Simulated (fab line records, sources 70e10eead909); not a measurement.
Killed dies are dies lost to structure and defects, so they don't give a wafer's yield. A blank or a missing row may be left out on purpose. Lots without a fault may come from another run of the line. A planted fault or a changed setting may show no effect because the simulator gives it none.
fab line records | flow nand_harc
record lots=7 wafers=21 last_day=34
route steps=1302 shown P_CONTACT@235 END@1302
lots that met no fault: from a run of the same line without faults
start_h: hours from the record's first day to the start of the lot's first wafer shown | wait_h: hours since the lot's step before | " the same as in the row above | L1.1+2: a row that stands for several wafers | - no value, or no start given | * or withheld: withheld | < > ~ a bound
route shown NAME@n: a module of which the file shows steps, and the number in the route of the first | usual: mean/standard deviation of fault-free wafers | same: alike in all rows | chamber/n: place in a boat | sites: the reading at each site | _std_site: their standard deviation | _edge_site: outer sites' mean less inner sites' | radius_mm: how far each site lies from the wafer's centre | mask NAME#n: copy n | behind: the tool/chamber that last shaped the wafer | hold: why the lot was held/for how many hours/how that ended | device: the transistor (n, p or np) that didn't switch | end of line: the same wafers' tests at the end of the route | a step without rows: its recipe alone | killed: dies lost to structure and defects at the first sort, not the wafer's yield | map: a wafer's dies, x killed, . not, _ none there
set.NAME: the setting as run; set.NAME@STEP: as run at that earlier step | model.NAME: the simulator's own value behind a step, which no gauge read
lots at some steps of the route; a table a step, a row a wafer
services: from which hour (start_h, from the record's first day; less than 0 if before it) a tool's chamber was out of use, for how many hours, and why
## steps
# step NHARC_P_CONTACT_DESCUM_17
# recipe time_s=3 o2_flow_sccm=200 ar_flow_sccm=0 bias_power_w=0 chemistry=O2
# usual drypump_motor_current_A=5.8/0.4 oes_product_au=0.999/0.011 rf_vpp_V=57.9/0.85 showerhead_plenum_p_Torr=1.96/0.079 throttle_valve_pct=11.312/0.0095
# columns lot.wafer tool chamber start_h wait_h drypump_motor_current_A oes_product_au rf_hours_counter_h rf_vpp_V showerhead_plenum_p_Torr throttle_valve_pct
L169.1 rie_diel-12 2 125.27 0.1 5.9 0.983 1.4 57.4 1.93 11.314
L169.2 " 1 " " 5.4 0.998 1.1 57.0 2.00 11.296
L169.5 " 3 " " 5.6 1.014 - 57.7 1.86 11.317
L176.2 rie_diel-11 0 196.97 0.1 6.4 0.999 3.9 58.2 2.05 11.323
L176.3 " 3 " " 5.6 1.018 3.8 58.1 2.04 11.316
L176.5 " 3 " " 5.6 1.008 - 59.1 2.04 11.303
L180.2 rie_diel-11 1 233.29 0.1 6.1 1.006 1.3 57.5 1.93 11.325
L180.5 " 2 " " 5.7 1.005 - 57.4 2.04 11.312
L180.6 " 3 " " 5.6 0.995 - 57.6 2.04 11.315
L182.3 rie_diel-10 0 261.86 0.1 6.2 1.011 0.1 57.7 1.84 11.322
L182.4 " 1 " " 5.8 0.985 0.1 57.4 1.99 11.307
L182.6 " 2 " " 5.0 0.983 - 57.7 1.94 11.302
L183.2 rie_diel-12 2 267.97 0.1 5.9 0.985 9.3 58.9 1.93 11.316
L183.1 " 3 " " 5.6 1.007 9.5 57.0 1.86 11.308
L183.3 " 0 " " 6.1 1.008 9.0 57.2 1.81 11.318
L190.2 rie_diel-12 2 340.25 0.1 5.9 0.990 3.5 57.8 1.93 11.315
L190.1 " 0 " " 6.2 1.010 3.6 57.9 1.81 11.308
L190.6 " 2 " " 5.9 0.992 - 58.2 1.93 11.310
L191.1 rie_diel-12 0 353.65 0.1 6.2 1.007 4.5 56.4 1.81 11.321
L191.2 " 1 " " 5.4 0.979 3.0 58.0 2.00 11.317
L191.5 " 1 " " 5.4 0.975 - 58.5 2.00 11.328
# step NHARC_P_CONTACT_ETCH_35
# recipe target_depth_a=390 over_etch_frac=0.3 time_s=65 ion_energy_ev=80 cf4_flow_sccm=150 ar_flow_sccm=0 rf_w=300 bias_w=100 chemistry=CF4
# step NHARC_P_CONTACT_ETCH_36
# recipe target_depth_a=2600 over_etch_frac=0.25 time_s=406.25 ion_energy_ev=200 n2_flow_sccm=150 h2_flow_sccm=150 ar_flow_sccm=0 rf_w=400 bias_w=150 chemistry=N2/H2
# usual drypump_motor_current_A=5.8/0.4 oes_product_au=1.000/0.011 rf_vpp_V=431.8/2.6 showerhead_plenum_p_Torr=2.09/0.09 throttle_valve_pct=14.172/0.01
# columns lot.wafer tool chamber start_h wait_h drypump_motor_current_A oes_product_au rf_hours_counter_h rf_vpp_V showerhead_plenum_p_Torr throttle_valve_pct
L169.1 rie_diel-12 1 - - 5.4 0.997 1.2 433.7 2.14 14.162
L169.2 " 2 " " 5.9 0.990 1.5 431.7 2.06 14.180
L169.5 " 1 " " 5.4 1.002 - 434.1 2.14 14.165
L176.3 rie_diel-11 2 - - 5.7 1.008 2.9 434.3 2.18 14.158
L176.2 " 3 " " 5.6 1.021 3.8 434.4 2.18 14.156
L176.5 " 2 " " 5.7 1.011 - 434.8 2.18 14.166
L180.2 rie_diel-11 0 - - 6.4 1.001 5.3 435.7 2.19 14.153
L180.6 " 0 " " 6.4 1.009 - 433.5 2.19 14.173
L180.5 " 1 " " 6.2 1.017 - 431.3 2.05 14.175
L182.3 rie_diel-10 1 - - 5.8 1.006 0.2 432.6 2.13 14.170
L182.4 " 3 " " 5.2 0.994 0.1 431.7 2.10 14.183
L182.6 " 1 " " 5.8 0.996 - 431.6 2.13 14.165
L183.1 rie_diel-12 2 - - 5.9 0.980 9.4 432.0 2.06 14.168
L183.3 " 0 " " 6.2 1.004 9.1 427.1 1.93 14.162
L183.2 " 1 " " 5.4 0.990 10.8 434.4 2.14 14.172
L190.2 rie_diel-12 3 - - 5.6 0.996 3.6 428.6 1.98 14.154
L190.1 " 0 " " 6.2 1.019 3.7 426.0 1.92 14.170
L190.6 " 0 " " 6.2 1.011 - 426.5 1.93 14.180
L191.1 rie_diel-12 0 - - 6.2 0.997 4.6 427.7 1.92 14.188
L191.2 " 1 " " 5.4 0.968 3.1 432.2 2.14 14.155
L191.5 " 2 " " 5.9 0.992 - 431.1 2.05 14.165
# step NHARC_P_CONTACT_ETCH_18
# recipe target_depth_a=4810 time_s=240.5 c4f8_flow_sccm=20 o2_flow_sccm=10 ar_flow_sccm=withheld rf_w=600 bias_w=1500 chemistry=C4F8/O2/Ar
# step NHARC_P_CONTACT_STRIP_37
# recipe c4f8_flow_sccm=withheld o2_flow_sccm=8 ar_flow_sccm=withheld bias_w=0 chemistry=C4F8/O2/Ar
# step NHARC_P_CONTACT_ETCH_31
# recipe target_depth_a=300 time_s=85.7 ion_energy_ev=120 over_etch_frac=1 ch3f_flow_sccm=50 o2_flow_sccm=30 ar_flow_sccm=200 rf_w=500 bias_w=100 chemistry=CH3F/O2
# usual drypump_motor_current_A=5.8/0.43 oes_product_au=0.972/0.019 rf_vpp_V=245.2/1.6 showerhead_plenum_p_Torr=2.52/0.096 throttle_valve_pct=20.662/0.0091
# columns lot.wafer tool chamber start_h wait_h drypump_motor_current_A oes_product_au rf_hours_counter_h rf_vpp_V showerhead_plenum_p_Torr throttle_valve_pct
L169.2 rie_diel-12 3 - - 5.6 0.994 1.7 243.2 2.39 20.671
L169.1 " 1 " " 5.4 0.966 1.5 244.9 2.57 20.672
L169.5 " 1 " " 5.4 0.971 - 245.8 2.57 20.668
L176.2 rie_diel-11 0 - - 6.5 0.992 4.3 245.9 2.63 20.649
L176.3 " 2 " " 5.7 0.978 3.3 246.1 2.61 20.661
L176.5 " 0 " " 6.5 0.991 - 247.5 2.63 20.669
L180.2 rie_diel-11 1 - - 6.2 0.925 1.6 244.2 2.47 20.649
L180.5 " 1 " " 6.1 0.930 - 246.1 2.47 20.677
L180.6 " 2 " " 5.7 0.935 - 247.3 2.61 20.651
L182.4 rie_diel-10 3 - - 5.2 0.971 0.3 245.9 2.53 20.659
L182.3 " 1 " " 5.8 0.977 0.5 246.2 2.56 20.656
L182.6 " 2 " " 5.0 0.966 - 245.3 2.49 20.660
L183.3 rie_diel-10 3 268.75 0.1 5.2 0.988 0.5 244.7 2.53 20.665
L183.2 " 0 " " 6.2 1.003 0.7 242.8 2.37 20.670
L183.1 " 1 " " 5.8 1.004 0.8 245.1 2.56 20.659
L190.1 rie_diel-12 2 - - 5.9 0.978 4.0 245.2 2.48 20.658
L190.2 " 3 " " 5.6 0.987 3.9 243.2 2.39 20.667
L190.6 " 0 " " 6.2 1.003 - 242.0 2.33 20.653
L191.1 rie_diel-12 0 - - 6.2 0.973 4.8 243.8 2.33 20.648
L191.2 " 2 " " 5.9 0.947 4.8 245.4 2.48 20.652
L191.5 " 0 " " 6.2 0.983 - 240.4 2.33 20.674
# step NHARC_P_CONTACT_CD_MEAS_19
# usual cd_nm=90.7/1.7
# columns lot.wafer tool chamber start_h wait_h cd_nm
L169.1 cd_sem-02 - 126.28 - 90.7
L169.2 " - " " 92.7
L169.5 " - " " 91.6
L176.2 cd_sem-03 - 197.99 - 90.2
L176.3 " - " " 90.7
L176.5 " - " " 91.5
L180.2 cd_sem-03 - 234.63 - 92.0
L180.5 " - " " 91.8
L180.6 " - " " 92.3
L182.3 cd_sem-02 - 262.72 - 90.2
L182.4 " - " " 91.5
L182.6 " - " " 90.2
L183.1 cd_sem-02 - 268.87 - 91.8
L183.2 " - " " 89.3
L183.3 " - " " 87.4
L190.1 cd_sem-01 - 341.27 - 89.6
L190.2 " - " " 89.0
L190.6 " - " " 88.1
L191.1 cd_sem-01 - 354.52 - 90.7
L191.2 " - " " 91.7
L191.5 " - " " 93.1
# step NHARC_P_CONTACT_STRIP_28
# recipe o2_flow_sccm=500 ar_flow_sccm=0 bias_w=0 chemistry=O2
# step NHARC_P_CONTACT_STRIP_29
# recipe time_s=1200 temp_c=72.5 chemistry=post_etch_residue_remover
# step NHARC_P_CONTACT_DEGAS_38
# recipe temp_c=300 time_s=60
# usual heater_power_w=464/63
# columns lot.wafer tool chamber start_h wait_h heater_power_w
L169.2 pvd_sputter-03 - 127.06 - 522
L169.1 " - " " 469
L169.5 " - " " 476
L176.3 pvd_sputter-01 - 198.76 - 547
L176.2 " - " " 403
L176.5 " - " " 553
L180.2 pvd_sputter-02 - 235.33 - 382
L180.5 " - " " 385
L180.6 " - " " 525
L182.3 pvd_sputter-02 - 263.42 - 526
L182.4 " - " " 450
L182.6 " - " " 531
L183.3 pvd_sputter-01 - 269.58 - 578
L183.2 " - " " 393
L183.1 " - " " 419
L190.1 pvd_sputter-01 - 342.03 - 413
L190.2 " - " " 439
L190.6 " - " " 408
L191.1 pvd_sputter-01 - 355.25 - 436
L191.2 " - " " 574
L191.5 " - " " 397
# step NHARC_P_CONTACT_PRE_CLEAN_39
# recipe time_s=19.5 bias_v=250 gas=Ar
# step NHARC_P_CONTACT_PVD_32
# recipe target_thk_a=50 chamber_pressure_pa=5 power_w=5000 substrate_temp_c=200 time_s=17.7 material=Ti
# step NHARC_P_CONTACT_ALD_22
# recipe target_thk_a=30 pulse_time_s=1 ald_cycles=150 temp_c=450 material=TiN
# usual ald_cycles=150/0 heater_power_w=1065/110 precursor_pulse_height_rel=0.997/0.022
# columns lot.wafer tool chamber start_h wait_h ald_cycles heater_power_w precursor_pulse_height_rel
L169.2 ald_metal-01 2 127.30 - 150 1194 1.004
L169.1 " 3 " " 150 1218 1.024
L169.5 " 3 " " 150 1193 0.955
L176.3 ald_metal-04 0 199.02 - 150 1100 1.014
L176.2 " 2 " " 150 989 0.949
L176.5 " 0 " " 150 1097 0.958
L180.2 ald_metal-04 0 235.58 - 65 1065 1.012
L180.5 " 0 " " 65 1091 1.022
L180.6 " 1 " " 150 1159 0.977
L182.4 ald_metal-04 0 263.69 - 65 1091 0.943
L182.3 " 2 " " 150 950 0.999
L182.6 " 3 " " 150 904 1.027
L183.2 ald_metal-04 2 269.85 - 150 960 1.032
L183.1 " 3 " " 150 929 0.975
L183.3 " 0 " " 65 1083 1.010
L190.2 ald_metal-01 0 342.28 - 150 964 1.010
L190.1 " 1 " " 150 1144 1.013
L190.6 " 3 " " 150 1180 0.989
L191.2 ald_metal-03 0 355.50 - 150 1017 1.010
L191.1 " 2 " " 150 1260 0.983
L191.5 " 3 " " 150 931 1.004
# step NHARC_P_CONTACT_CVD_23
# recipe target_thk_a=2000 temp_c=300 pressure_torr=40 wf6_flow_sccm=40 h2_flow_sccm=1600 ar_flow_sccm=1560 time_s=557 material=W
# usual heater_power_w=435/25 throttle_valve_pct=8.21/0.27
# columns lot.wafer tool chamber start_h wait_h heater_power_w throttle_valve_pct
L169.2 cvd_w-02 1 - - 441 7.88
L169.1 " 0 " " 479 8.06
L169.5 " 1 " " 442 8.01
L176.2 cvd_w-01 1 - - 428 8.14
L176.3 " 0 " " 432 8.63
L176.5 " 1 " " 428 8.55
L180.2 cvd_w-01 0 - - 425 8.04
L180.5 " 1 " " 420 8.07
L180.6 " 0 " " 432 8.21
L182.3 cvd_w-01 1 - - 421 8.45
L182.4 " 0 " " 417 8.13
L182.6 " 1 " " 435 8.13
L183.2 cvd_w-01 0 - - 424 8.47
L183.1 " 1 " " 426 8.17
L183.3 " 0 " " 435 8.31
L190.1 cvd_w-01 0 - - 436 8.30
L190.2 " 1 " " 424 8.63
L190.6 " 1 " " 418 8.31
L191.1 cvd_w-02 0 - - 483 7.91
L191.2 " 1 " " 465 7.92
L191.5 " 1 " " 446 7.90
# step NHARC_END_SORT_01
# recipe temp_c=25
# usual killed_at_array=51/18 killed_at_other=1.0/1.2 killed_at_periphery=3.7/2.9 killed_dies=55/19 killed_open=3.5/1.9 killed_short=2.6/1.6
# same gross_dies=677
# columns lot.wafer tool chamber start_h wait_h hold killed_at_array killed_at_other killed_at_periphery killed_dies killed_open killed_short
L176.2 prober-01 0 630.71 2.8 - 65 0 3 68 7 5
L176.3 prober-01 0 631.50 3.1 - 70 0 3 73 5 1
L176.5 prober-01 0 633.08 3.7 - 57 1 1 59 3 2
L180.2 prober-02 0 683.71 2.8 await_dispo/2.6h/release 76 0 601 677 2 3
L180.5 prober-02 0 686.09 3.7 await_dispo/2.6h/release 71 0 606 677 2 3
L180.6 prober-02 0 686.89 4.0 await_dispo/2.6h/release 87 0 6 93 1 0
L182.3 prober-02 0 710.54 3.1 await_dispo/1.3h/release 50 0 12 62 2 1
L182.4 prober-02 0 711.34 3.4 await_dispo/1.3h/release 51 1 625 677 5 1
L182.6 prober-02 0 712.93 4.0 await_dispo/1.3h/release 54 1 7 62 3 2
L183.1 prober-02 0 719.72 2.5 await_dispo/3.4h/release 59 0 4 63 1 2
L183.2 prober-02 0 720.51 2.8 await_dispo/3.4h/release 70 0 9 79 3 0
L183.3 prober-02 0 721.29 3.1 await_dispo/3.4h/release 55 0 622 677 1 1
# killed by level:class
L176.2 A_CHANNEL_HOLE_D1:chamber_film_flake=25 A_CHANNEL_HOLE_D2:chamber_film_flake=21 A_ONON_D2:geometric_particle:short=3 A_WL_FILL:chamber_film_flake=3 A_CHANNEL_FILL_D1:geometric_particle:open=2 A_M0:geometric_particle:open=2 A_STAIRCASE:chamber_film_flake=2 A_ONON_D1:geometric_particle:open=1
L176.3 A_CHANNEL_HOLE_D1:chamber_film_flake=30 A_CHANNEL_HOLE_D2:chamber_film_flake=23 A_WL_FILL:chamber_film_flake=5 A_BLC:geometric_particle:open=2 A_CHANNEL_FILL_D1:chamber_film_flake=2 A_SLIT:chamber_film_flake=2 A_STAIRCASE:chamber_film_flake=2 A_CONTACT:chamber_film_flake=2
L176.5 A_CHANNEL_HOLE_D1:chamber_film_flake=34 A_CHANNEL_HOLE_D2:chamber_film_flake=16 A_ONON_D2:geometric_particle:open=1 A_WL_FILL:geometric_particle:open=1 A_BLC:geometric_particle:open=1 A_M0:geometric_particle:short=1 P_ZERO_WELL:chamber_film_flake=1 STARTING-WAFER:geometric_particle:short=1
L180.2 P_CONTACT:area_ald=595 A_CHANNEL_HOLE_D1:chamber_film_flake=38 A_SLIT:chamber_film_flake=12 P_GATE:chamber_film_flake=6 A_CHANNEL_HOLE_D2:chamber_film_flake=5 A_STAIRCASE:chamber_film_flake=4 A_CONTACT:chamber_film_flake=4 A_CHANNEL_FILL_D2:chamber_film_flake=3
L180.5 P_CONTACT:area_ald=599 A_CHANNEL_HOLE_D1:chamber_film_flake=38 A_SLIT:chamber_film_flake=10 P_GATE:chamber_film_flake=6 A_STAIRCASE:chamber_film_flake=5 A_CHANNEL_HOLE_D2:chamber_film_flake=4 A_CHANNEL_FILL_D2:chamber_film_flake=2 A_SGD_CUT:chamber_film_flake=2
L180.6 A_CHANNEL_HOLE_D1:chamber_film_flake=33 A_SLIT:chamber_film_flake=26 A_CHANNEL_HOLE_D2:chamber_film_flake=16 P_GATE:chamber_film_flake=6 A_STAIRCASE:chamber_film_flake=5 A_CHANNEL_FILL_D2:chamber_film_flake=2 A_SGD_CUT:chamber_film_flake=2 A_WL_FILL:geometric_particle:open=1
L182.3 A_CHANNEL_HOLE_D2:chamber_film_flake=24 A_SLIT:chamber_film_flake=10 A_STAIRCASE:chamber_film_flake=6 P_BONDPAD:chamber_film_flake=5 A_CHANNEL_HOLE_D1:chamber_film_flake=5 P_CONTACT:chamber_film_flake=4 P_GATE:chamber_film_flake=3 A_CONTACT:chamber_film_flake=2
L182.4 P_CONTACT:area_ald=615 A_SLIT:chamber_film_flake=27 A_CHANNEL_HOLE_D2:chamber_film_flake=8 A_STAIRCASE:chamber_film_flake=5 P_BONDPAD:chamber_film_flake=4 P_CONTACT:chamber_film_flake=3 P_GATE:chamber_film_flake=2 A_WL_FILL:chamber_film_flake=2
L182.6 A_SLIT:chamber_film_flake=34 A_CHANNEL_HOLE_D2:chamber_film_flake=7 P_CONTACT:chamber_film_flake=4 A_STAIRCASE:chamber_film_flake=4 A_CHANNEL_HOLE_D1:chamber_film_flake=3 P_BONDPAD:chamber_film_flake=2 A_WL_FILL:chamber_film_flake=2 A_ONON_D2:geometric_particle:short=1
L183.1 A_CHANNEL_HOLE_D1:chamber_film_flake=35 A_CONTACT:chamber_film_flake=8 A_CHANNEL_HOLE_D2:chamber_film_flake=8 A_SLIT:chamber_film_flake=4 A_STAIRCASE:chamber_film_flake=2 P_M0:geometric_particle:short=1 A_DECK1_JOINT:geometric_particle:short=1 A_M1:geometric_particle:open=1
L183.2 A_CHANNEL_HOLE_D1:chamber_film_flake=34 A_CHANNEL_HOLE_D2:chamber_film_flake=22 P_ZERO_WELL:chamber_film_flake=4 A_SLIT:chamber_film_flake=4 A_CONTACT:chamber_film_flake=4 A_WL_FILL:chamber_film_flake=3 P_CONTACT:chamber_film_flake=2 A_DECK1_JOINT:chamber_film_flake=2
L183.3 P_CONTACT:area_ald=613 A_CHANNEL_HOLE_D1:chamber_film_flake=35 P_CONTACT:chamber_film_flake=6 A_CHANNEL_HOLE_D2:chamber_film_flake=6 A_DECK1_JOINT:chamber_film_flake=3 A_SLIT:chamber_film_flake=3 P_BONDPAD:chamber_film_flake=2 A_CHANNEL_FILL_D2:chamber_film_flake=2
# map L180.2 (x killed, . not)
____________x____________
_________xxxxxxx_________
_______xxxxxxxxxxx_______
______xxxxxxxxxxxxx______
_____xxxxxxxxxxxxxxx_____
____xxxxxxxxxxxxxxxxx____
____xxxxxxxxxxxxxxxxx____
___xxxxxxxxxxxxxxxxxxx___
___xxxxxxxxxxxxxxxxxxx___
__xxxxxxxxxxxxxxxxxxxxx__
__xxxxxxxxxxxxxxxxxxxxx__
_xxxxxxxxxxxxxxxxxxxxxxx_
_xxxxxxxxxxxxxxxxxxxxxxx_
_xxxxxxxxxxxxxxxxxxxxxxx_
_xxxxxxxxxxxxxxxxxxxxxxx_
_xxxxxxxxxxxxxxxxxxxxxxx_
xxxxxxxxxxxxxxxxxxxxxxxxx
xxxxxxxxxxxxxxxxxxxxxxxxx
xxxxxxxxxxxxxxxxxxxxxxxxx
xxxxxxxxxxxxxxxxxxxxxxxxx
xxxxxxxxxxxxxxxxxxxxxxxxx
_xxxxxxxxxxxxxxxxxxxxxxx_
_xxxxxxxxxxxxxxxxxxxxxxx_
_xxxxxxxxxxxxxxxxxxxxxxx_
_xxxxxxxxxxxxxxxxxxxxxxx_
_xxxxxxxxxxxxxxxxxxxxxxx_
__xxxxxxxxxxxxxxxxxxxxx__
__xxxxxxxxxxxxxxxxxxxxx__
___xxxxxxxxxxxxxxxxxxx___
___xxxxxxxxxxxxxxxxxxx___
____xxxxxxxxxxxxxxxxx____
____xxxxxxxxxxxxxxxxx____
_____xxxxxxxxxxxxxxx_____
______xxxxxxxxxxxxx______
_______xxxxxxxxxxx_______
_________xxxxxxx_________
____________x____________
# map L182.4 (x killed, . not)
____________x____________
_________xxxxxxx_________
_______xxxxxxxxxxx_______
______xxxxxxxxxxxxx______
_____xxxxxxxxxxxxxxx_____
____xxxxxxxxxxxxxxxxx____
____xxxxxxxxxxxxxxxxx____
___xxxxxxxxxxxxxxxxxxx___
___xxxxxxxxxxxxxxxxxxx___
__xxxxxxxxxxxxxxxxxxxxx__
__xxxxxxxxxxxxxxxxxxxxx__
_xxxxxxxxxxxxxxxxxxxxxxx_
_xxxxxxxxxxxxxxxxxxxxxxx_
_xxxxxxxxxxxxxxxxxxxxxxx_
_xxxxxxxxxxxxxxxxxxxxxxx_
_xxxxxxxxxxxxxxxxxxxxxxx_
xxxxxxxxxxxxxxxxxxxxxxxxx
xxxxxxxxxxxxxxxxxxxxxxxxx
xxxxxxxxxxxxxxxxxxxxxxxxx
xxxxxxxxxxxxxxxxxxxxxxxxx
xxxxxxxxxxxxxxxxxxxxxxxxx
_xxxxxxxxxxxxxxxxxxxxxxx_
_xxxxxxxxxxxxxxxxxxxxxxx_
_xxxxxxxxxxxxxxxxxxxxxxx_
_xxxxxxxxxxxxxxxxxxxxxxx_
_xxxxxxxxxxxxxxxxxxxxxxx_
__xxxxxxxxxxxxxxxxxxxxx__
__xxxxxxxxxxxxxxxxxxxxx__
___xxxxxxxxxxxxxxxxxxx___
___xxxxxxxxxxxxxxxxxxx___
____xxxxxxxxxxxxxxxxx____
____xxxxxxxxxxxxxxxxx____
_____xxxxxxxxxxxxxxx_____
______xxxxxxxxxxxxx______
_______xxxxxxxxxxx_______
_________xxxxxxx_________
____________x____________
## services
# columns tool chamber start_h hours kind
rie_diel-10 1 110.60 5.4 repair
cvd_w-01 0 114.78 15.5 repair
rie_diel-12 0 115.28 16.0 repair
ald_metal-04 - 118.00 10.0 pm
rie_diel-11 1 132.26 13.9 repair
pvd_sputter-01 - 146.70 0.9 repair
rie_diel-11 1 147.33 69.9 repair
rie_diel-12 2 172.01 11.2 repair
rie_diel-11 2 184.04 6.3 repair
cvd_w-01 - 185.00 13.0 pm
rie_diel-10 0 210.85 4.1 repair
rie_diel-11 - 213.69 3.7 repair
pvd_sputter-01 - 226.00 10.0 pm
rie_diel-12 - 227.82 1.0 repair
rie_diel-11 1 227.92 5.0 repair
ald_metal-04 3 236.19 3.8 repair
rie_diel-10 - 242.50 9.0 pm
rie_diel-11 - 255.50 9.0 pm
rie_diel-12 - 268.40 9.0 pm
rie_diel-11 0 271.95 9.7 repair
ald_metal-04 - 296.00 10.0 pm
ald_metal-04 1 315.96 3.4 repair
ald_metal-04 - 324.03 0.9 repair
rie_diel-12 1 331.25 12.8 repair
## key
first_sign step=NHARC_P_CONTACT_ALD_22 reading=ald_cycles direction=down sigmas=99+ usual=150 struck=65
effect step=NHARC_END_SORT_01 reading=killed_at_periphery direction=up sigmas=99+ usual=3.7 struck=613.5
more_kills_born_at NHARC_P_CONTACT_ALD_22@ald_metal-04=2422
met_at NHARC_P_CONTACT_ALD_22
struck_wafers L180.2,L180.5,L182.4,L183.3
later_rows_left_out L180.2,L180.5,L182.4,L183.3
tester_left_out L180,L182,L183
onset_between 199.02 235.58
fault kind=process_parameter_drift tool=ald_metal-04 chamber=0 onset_h=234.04 steps=NHARC_P_CONTACT_ALD_22 channel=ald_cycles offset=-85 shape=step end_h=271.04 acts_in=these_recipes_only stated=150
# tester_left_out: of these lots the tester's yield and bins aren't shown, on N5 and GAA mostly nor the transistor test; their killed dies are dies lost to structure and defects alone, not to doping, threshold or leakage, so they don't give the yield
# later_rows_left_out: the simulator's readings of these wafers behind a module that went badly wrong aren't trusted and aren't shown, but for the sort
